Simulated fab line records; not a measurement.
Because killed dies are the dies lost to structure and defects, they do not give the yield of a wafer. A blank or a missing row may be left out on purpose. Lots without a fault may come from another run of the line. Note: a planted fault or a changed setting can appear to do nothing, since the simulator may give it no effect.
Matching of chambers || flow n5Finfet || 4 sister chambers for N5_BEOL_M6_CMP_52 on cmp-01
The step polishes, stops on SiCOH lowk, t overpolish 6.9 s, target thk 80 nm. 4 wafers are shown with their chamber, then 7 later ones without.

## EACH WAFER AND ITS CHAMBER
{"wafer": "L081.2", "chamber": 0, "motorCurrentA (A)": 6.6}
{"wafer": "L087.1", "chamber": 3, "motorCurrentA (A)": 5.8}
{"wafer": "L085.1", "chamber": 2, "motorCurrentA (A)": 6.5}
{"wafer": "L085.4", "chamber": 1, "motorCurrentA (A)": 5.3}

## WAFERS WITHOUT THEIR CHAMBER
{"wafer": "L085.6", "motorCurrentA (A)": 6.1}
{"wafer": "L092.2", "motorCurrentA (A)": 5.6}
{"wafer": "L092.4", "motorCurrentA (A)": 6.1}
{"wafer": "L092.6", "motorCurrentA (A)": 5.3}
{"wafer": "L095.1", "motorCurrentA (A)": 6.5}
{"wafer": "L095.2", "motorCurrentA (A)": 5.8}
{"wafer": "L095.4", "motorCurrentA (A)": 6.4}

## WHICH CHAMBER EACH ONE RAN IN
{"wafer": "L085.6", "from the rows above": "can't be placed: 3 or 2 or 0", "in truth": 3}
{"wafer": "L092.2", "from the rows above": "can't be placed: 3 or 1", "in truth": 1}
{"wafer": "L092.4", "from the rows above": "can't be placed: 3 or 2 or 0", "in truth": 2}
{"wafer": "L092.6", "from the rows above": 1, "in truth": 1}
{"wafer": "L095.1", "from the rows above": "can't be placed: 2 or 0", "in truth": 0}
{"wafer": "L095.2", "from the rows above": 3, "in truth": 3}
{"wafer": "L095.4", "from the rows above": "can't be placed: 2 or 0", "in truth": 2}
2 of 7 placed correctly. Cannot be placed on the basis of these rows: 5; the candidates contain the true chamber in 5. Placed wrongly: 0.
How it was worked out, from the rows above alone: a wafer's distance from a chamber is the root of the sum, over the readings, of the square of ((its reading less the chamber's mean) divided by the reading's scatter). The wafer belongs to the nearest chamber; if the next one is less than 2 further off, it can't be placed. The mean given for a chamber averages the wafers shown for that chamber. The scatter: root of mean squared gap, hidden wafer to nearest shown wafer, with one shown wafer a chamber.
